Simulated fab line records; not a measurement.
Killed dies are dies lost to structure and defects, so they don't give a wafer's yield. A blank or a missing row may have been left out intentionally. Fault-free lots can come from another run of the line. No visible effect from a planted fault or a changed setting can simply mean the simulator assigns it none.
What tool caused it? -- flow nand-harc -- 24 lots with 72 wafers sampled at 3 steps, on a route of 1302 steps

== WHAT THE GAUGES READ, wafer by wafer ==
NHARC_P_M1_CD_MEAS_09 targets a cd of 130 nm.
lot,measured,on,cd-nm (nm)
L074,day 6 13:08,cd-sem-03,130.1 130.7 130.0
L075,day 6 19:56,cd-sem-01,129.3 129.8 129.6
L076,day 7 02:20,cd-sem-01,129.0 129.7 129.0
L077,day 7 12:44,cd-sem-01,130.3 130.2 130.4
L078,day 7 15:53,cd-sem-01,129.2 129.4 129.2
L079,day 8 10:14,cd-sem-02,129.6 129.2 130.0
L080,day 8 16:06,cd-sem-02,129.9 130.7 130.6
L081,day 9 08:06,cd-sem-03,128.9 129.6 130.1
L082,day 9 09:43,cd-sem-02,130.2 129.6 130.0
L083,day 9 22:36,cd-sem-01,129.7 130.3 129.3
L084,day 10 09:50,cd-sem-01,129.6 130.7 129.6
L085,day 11 00:59,cd-sem-01,129.7 129.2 129.4
L086,day 11 03:43,cd-sem-01,130.6 130.7 130.2
L087,day 12 04:04,cd-sem-02,129.6 130.2 130.1
L089,day 12 04:47,cd-sem-03,129.2 129.8 129.9
L088,day 12 05:23,cd-sem-02,128.8 129.1 129.3
L090,day 12 20:38,cd-sem-01,129.5 130.1 130.8
L091,day 13 03:26,cd-sem-02,129.3 129.4 130.1
L092,day 13 14:55,cd-sem-02,130.4 130.0 129.5
L093,day 14 00:24,cd-sem-01,129.2 129.0 130.0
L094,day 14 14:21,cd-sem-02,129.6 129.9 129.5
L095,day 14 21:43,cd-sem-01,129.9 130.1 130.2
L096,day 15 08:30,cd-sem-03,129.5 129.7 130.5
L097,day 15 21:06,cd-sem-03,129.9 129.9 129.9

NHARC_P_M2_INSPECT_11.
lot,measured,on,raw-defect-count
L074,day 6 17:25,defect-inspect-01,3 4 9
L075,day 7 00:05,defect-inspect-01,4 3 6
L076,day 7 06:36,defect-inspect-01,10 5 8
L077,day 7 17:18,defect-inspect-02,5 7 5
L078,day 7 20:10,defect-inspect-02,4 4 6
L079,day 8 14:32,defect-inspect-02,7 4 8
L080,day 8 20:26,defect-inspect-02,2 6 5
L081,day 9 12:25,defect-inspect-01,1 5 4
L082,day 9 13:59,defect-inspect-01,2 4 2
L083,day 10 02:45,defect-inspect-02,4 3 1
L084,day 10 14:00,defect-inspect-02,5 2 2
L085,day 11 05:15,defect-inspect-01,6 5 7
L086,day 11 07:52,defect-inspect-02,2 4 9
L087,day 12 08:23,defect-inspect-01,5 3 8
L089,day 12 09:02,defect-inspect-02,5 6 5
L088,day 12 09:41,defect-inspect-02,11 6 5
L090,day 13 00:55,defect-inspect-02,8 6 4
L091,day 13 07:51,defect-inspect-01,4 2 2
L092,day 13 19:21,defect-inspect-01,11 8 14
L093,day 14 04:44,defect-inspect-01,8 6 9
L094,day 14 18:38,defect-inspect-01,6 4 5
L095,day 15 02:01,defect-inspect-02,6 3 7
L096,day 15 12:40,defect-inspect-02,6 0 2
L097,day 16 01:29,defect-inspect-01,9 5 6

== WHICH TOOL RAN EACH LOT (tool, then ch and the chambers of the sampled wafers, then the start) ==
lot,NHARC_P_M1_DEGAS_29
L074,"pvd-sputter-01, day 6 14:20"
L075,"pvd-sputter-02, day 6 21:08"
L076,"pvd-sputter-02, day 7 03:32"
L077,"pvd-sputter-02, day 7 13:58"
L078,"pvd-sputter-02, day 7 17:05"
L079,"pvd-sputter-01, day 8 11:26"
L080,"pvd-sputter-01, day 8 17:22"
L081,"pvd-sputter-02, day 9 09:19"
L082,"pvd-sputter-01, day 9 10:56"
L083,"pvd-sputter-03, day 9 23:50"
L084,"pvd-sputter-02, day 10 11:02"
L085,"pvd-sputter-01, day 11 02:13"
L086,"pvd-sputter-02, day 11 04:55"
L087,"pvd-sputter-01, day 12 05:16"
L089,"pvd-sputter-03, day 12 06:05"
L088,"pvd-sputter-02, day 12 06:37"
L090,"pvd-sputter-03, day 12 21:50"
L091,"pvd-sputter-03, day 13 04:45"
L092,"pvd-sputter-01, day 13 16:13"
L093,"pvd-sputter-01, day 14 01:40"
L094,"pvd-sputter-02, day 14 15:42"
L095,"pvd-sputter-03, day 14 22:56"
L096,"pvd-sputter-01, day 15 09:43"
L097,"pvd-sputter-02, day 15 22:34"
- NHARC_P_M1_DEGAS_29: time 60 s.

== AS READ BY THE TOOLS THEMSELVES (means over the sampled wafers that have a number; for cases with no such wafer, the mark the record gives instead) ==
NHARC_P_M1_DEGAS_29.
lot,tool,heater-power-w (W)
L074,pvd-sputter-01,328
L075,pvd-sputter-02,295
L076,pvd-sputter-02,312
L077,pvd-sputter-02,320
L078,pvd-sputter-02,323
L079,pvd-sputter-01,331
L080,pvd-sputter-01,323
L081,pvd-sputter-02,310
L082,pvd-sputter-01,318
L083,pvd-sputter-03,335
L084,pvd-sputter-02,336
L085,pvd-sputter-01,307
L086,pvd-sputter-02,319
L087,pvd-sputter-01,315
L089,pvd-sputter-03,333
L088,pvd-sputter-02,313
L090,pvd-sputter-03,337
L091,pvd-sputter-03,329
L092,pvd-sputter-01,304
L093,pvd-sputter-01,318
L094,pvd-sputter-02,297
L095,pvd-sputter-03,321
L096,pvd-sputter-01,312
L097,pvd-sputter-02,303

== THE ANSWER, worked out from the rows above alone ==
Rule: usual is defined by the lots themselves. The widest of any qualifying gaps counts: lots, ordered by their means at a reading, are off when they make up no more than a third of the lots, leave a main group of 4 or more, and stand apart from it by 3 or more times the standard deviation of that group's means. If all means in a main group match to the digits the tables above print for the reading, that group is not used. A lot without any number at a reading at which 4 lots or more have one is off too. All remaining lots with rows at the step are treated as sound. Order of review: gauges by route order, followed by the tools' own readings, for which a lot's mean as printed above is used. The first step at which some lot is off is used, and at that step the reading that is off furthest; a lot without a number counts as furthest.
Across all readings shown, no lot is off: no conclusion can be drawn from this.

== WHAT THE SIMULATOR PUT IN ==
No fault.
